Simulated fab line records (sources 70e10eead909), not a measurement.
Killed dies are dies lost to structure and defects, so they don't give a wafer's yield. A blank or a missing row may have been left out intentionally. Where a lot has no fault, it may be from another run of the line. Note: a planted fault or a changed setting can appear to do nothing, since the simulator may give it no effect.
Which tool did it? | flow nand-harc | 13 lots, 39 wafers sampled, at 5 steps of a route of 1159

WHAT THE GAUGES SHOWED, per wafer
NHARC_HYBRID_BOND_OVL_MEAS_05. Usual: overlay-x-nm -2 nm, standard deviation 29; overlay-y-nm -2 nm, standard deviation 32.
lot  | measured     | on         | overlay-x-nm (nm) | overlay-y-nm (nm) | flag
L257 | day 18 21:58 | overlay-02 | -25 -22 65        | -33 -10 19        |
L258 | day 18 21:58 | overlay-01 | -38 -33 -23       | -10 12 -25        |
L261 | day 18 21:59 | overlay-02 | -11 28 -3         | 2 -18 11          |
L259 | day 19 04:43 | overlay-01 | 27 15 -18         | -8 -26 -53        |
L263 | day 20 11:22 | overlay-01 | 0 19 37           | 2 -8 41           |
L264 | day 20 11:22 | overlay-02 | -10 13 11         | 40 -31 -21        |
L265 | day 20 22:02 | overlay-01 | 20 -37 -1         | -21 1 -11         |
L262 | day 20 22:01 | overlay-02 | 17 -2 -9          | 28 19 -45         |
L268 | day 22 13:37 | overlay-02 | 34 4 36           | -11 -18 57        |
L274 | day 22 13:37 | overlay-01 | -39 47 -21        | 55 30 6           |
L271 | day 22 21:27 | overlay-02 | 46 -8 36          | 24 -22 -44        |
L272 | day 23 03:07 | overlay-01 | -20 21 -22        | -23 8 -8          |
L277 | day 24 05:42 | overlay-02 | -65 -33 9         | 40 36 7           |

NHARC_THIN_TSV_CD_MEAS_33: the cd target is 5000 nm. Usual: cd-nm 5001.0 nm, standard deviation 2.2.
lot  | measured     | on        | cd-nm (nm)           | flag
L257 | day 19 07:52 | cd-sem-01 | 5001.4 5002.4 5000.6 |
L258 | day 19 09:29 | cd-sem-03 | 5004.7 5003.1 5001.0 |
L261 | day 19 10:08 | cd-sem-03 | 5004.1 5002.5 5004.5 |
L259 | day 19 14:29 | cd-sem-02 | 4996.7 5000.9 5000.7 |
L263 | day 20 20:02 | cd-sem-02 | 4998.5 4999.8 5001.6 |
L264 | day 20 21:45 | cd-sem-03 | 5000.9 5000.3 4997.9 |
L265 | day 21 08:50 | cd-sem-02 | 4998.6 5001.1 5001.9 |
L262 | day 21 06:38 | cd-sem-02 | 4997.6 5001.9 4999.0 |
L268 | day 22 22:21 | cd-sem-02 | 5002.3 5002.2 5002.1 |
L274 | day 22 23:55 | cd-sem-02 | 5002.2 4998.2 4999.1 |
L271 | day 23 06:18 | cd-sem-02 | 4999.7 5003.8 5004.8 |
L272 | day 23 13:25 | cd-sem-02 | 5001.9 5002.0 5003.5 |
L277 | day 24 14:43 | cd-sem-02 | 4999.4 5003.1 5001.0 |

NHARC_END_SORT_01. Usual: killed-at-array 25, standard deviation 9.5; killed-at-other 0.8, standard deviation 1.2; killed-at-periphery 3.4, standard deviation 2.2; killed-dies 29, standard deviation 10; killed-open 3.3, standard deviation 1.8; killed-short 2.1, standard deviation 1.4.
lot  | measured     | on        | killed-at-array | killed-at-other | killed-at-periphery | killed-dies | killed-open | killed-short | flag
L268 | day 23 07:20 | prober-02 | 88 102 110      | 2 5 1           | 6 2 10              | 96 109 121  | 7 1 2       | 3 3 2        | OFF
L274 | day 23 08:07 | prober-01 | 45 111 113      | 0 2 2           | 4 4 2               | 49 117 117  | 3 3 3       | 1 3 1        | OFF

WHAT TOOL EACH LOT RAN ON (gives the tool, then ch and the chambers of the sampled wafers, and finally the start)
lot  | NHARC_A_CONTACT_ETCH_98            | NHARC_A_BONDPAD_DEGAS_25
L257 | rie-diel-11 ch 0,1, day 17 04:58   | pvd-sputter-02, day 18 04:25
L258 | rie-diel-11 ch 0,1, day 17 11:08   | pvd-sputter-01, day 18 04:47
L261 | rie-diel-11 ch 0,2,3, day 17 13:20 | pvd-sputter-01, day 18 06:52
L259 | rie-diel-11 ch 0,2,3, day 17 14:43 | pvd-sputter-02, day 18 14:48
L263 | rie-diel-11 ch 0,3, day 19 03:25   | pvd-sputter-01, day 20 00:00
L264 | rie-diel-11 ch 0,2,3, day 19 04:34 | pvd-sputter-02, day 20 00:28
L265 | rie-diel-10 ch 1,2,3, day 19 11:48 | pvd-sputter-02, day 20 07:15
L262 | rie-diel-10 ch 0,1,3, day 19 13:28 | pvd-sputter-01, day 20 07:31
L268 | rie-diel-11 ch 0,2,3, day 20 22:47 | pvd-sputter-03, day 21 23:58
L274 | rie-diel-11 ch 1,3, day 21 04:20   | pvd-sputter-02, day 22 00:58
L271 | rie-diel-10 ch 0,2,3, day 21 07:44 | pvd-sputter-02, day 22 07:03
L272 | rie-diel-09 ch 0,1,3, day 21 14:43 | pvd-sputter-02, day 22 15:53
L277 | rie-diel-09 ch 1,2,3, day 22 17:37 | pvd-sputter-02, day 23 16:02
- NHARC_A_CONTACT_ETCH_98: etches the open film in C4F6/O2, target depth 20 nm, time 10 s.
- NHARC_A_BONDPAD_DEGAS_25: time 60 s.

AS READ BY THE TOOLS THEMSELVES (means over the sampled wafers that have a number; for cases with no such wafer, the mark the record gives instead)
NHARC_A_CONTACT_ETCH_98. Usual: bias-w 500.0 W, standard deviation 1.5; drypump-motor-current-A 5.5 A, standard deviation 0.33; oes-product-au 0.964 a.u., standard deviation 0.021; rf-vpp-V 545 V, standard deviation 4.1; showerhead-plenum-p-Torr 3.83 Torr, standard deviation 0.18; throttle-valve-pct 26.903 %, standard deviation 0.0093.
lot  | tool        | bias-w (W) | drypump-motor-current-A (A) | oes-product-au (a.u.) | rf-vpp-V (V) | showerhead-plenum-p-Torr (Torr) | throttle-valve-pct (%) | flag
L257 | rie-diel-11 | 500.0      | 5.5                         | 0.997                 | 544          | 3.78                            | 26.907                 |
L258 | rie-diel-11 | 497.5      | 5.4                         | 0.956                 | 547          | 3.91                            | 26.894                 |
L261 | rie-diel-11 | 501.5      | 5.4                         | 0.993                 | 544          | 3.79                            | 26.911                 |
L259 | rie-diel-11 | 500.4      | 5.4                         | 0.977                 | 544          | 3.79                            | 26.909                 |
L263 | rie-diel-11 | 499.2      | 5.2                         | 0.954                 | 546          | 3.91                            | 26.910                 |
L264 | rie-diel-11 | 498.5      | 5.4                         | 0.951                 | 544          | 3.79                            | 26.909                 |
L265 | rie-diel-10 | 499.6      | 5.5                         | 0.975                 | 546          | 3.89                            | 26.909                 |
L262 | rie-diel-10 | 499.9      | 5.4                         | 0.981                 | 548          | 3.98                            | 26.903                 |
L268 | rie-diel-11 | 499.1      | 5.4                         | 0.940                 | 544          | 3.78                            | 26.899                 |
L274 | rie-diel-11 | 499.4      | 5.4                         | 0.956                 | 540          | 3.65                            | 26.904                 |
L271 | rie-diel-10 | 500.3      | 5.5                         | 0.950                 | 545          | 3.84                            | 26.898                 |
L272 | rie-diel-09 | 498.6      | 5.3                         | 0.958                 | 547          | 3.95                            | 26.908                 |
L277 | rie-diel-09 | 500.4      | 5.6                         | 0.973                 | 546          | 3.88                            | 26.904                 |

NHARC_A_BONDPAD_DEGAS_25. Usual: heater-power-w 491 W, standard deviation 50.
lot  | tool           | heater-power-w (W) | flag
L257 | pvd-sputter-02 | 512                |
L258 | pvd-sputter-01 | 470                |
L261 | pvd-sputter-01 | 471                |
L259 | pvd-sputter-02 | 519                |
L263 | pvd-sputter-01 | 481                |
L264 | pvd-sputter-02 | 525                |
L265 | pvd-sputter-02 | 526                |
L262 | pvd-sputter-01 | 479                |
L268 | pvd-sputter-03 | 538                |
L274 | pvd-sputter-02 | 485                |
L271 | pvd-sputter-02 | 521                |
L272 | pvd-sputter-02 | 490                |
L277 | pvd-sputter-02 | 493                |

THE ANSWER, worked out from the rows above alone
Rule: lot off if the mean of its wafers having a number is beyond 3 standard deviations from the usual mean. A lot without any number at a reading at which 4 lots or more have one is off too. Any other lot the step has rows for is counted as sound. After the gauges, taken in route order, come the tools' own readings; for these a lot's mean is taken, as printed above. The first step at which some lot is off is used, and at that step the reading that is off furthest; a lot without a number counts as furthest.
Off: L268, L274, at NHARC_END_SORT_01 (killed-dies). Neither off nor sound, because the step has no rows for them: L257, L258, L261, L259, L263, L264, L265, L262, L271, L272, L277.
If a tool, at a process step before that reading, ran all the lots that are off and no sound lot after the first of them, it fits. The gauges at NHARC_END_SORT_01 are tried like those tools. One candidate fits, namely rie-diel-11 at NHARC_A_CONTACT_ETCH_98. It ran no sound lot before its first lot that is off in this sample, so the start can't be narrowed down.

WHAT HAD BEEN PUT IN BY THE SIMULATOR
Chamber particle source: rie-diel-11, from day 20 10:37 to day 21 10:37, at NHARC_A_CONTACT_ETCH_98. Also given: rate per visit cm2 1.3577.
Struck lots among those shown: L268, L274. Same finding as the rule above.
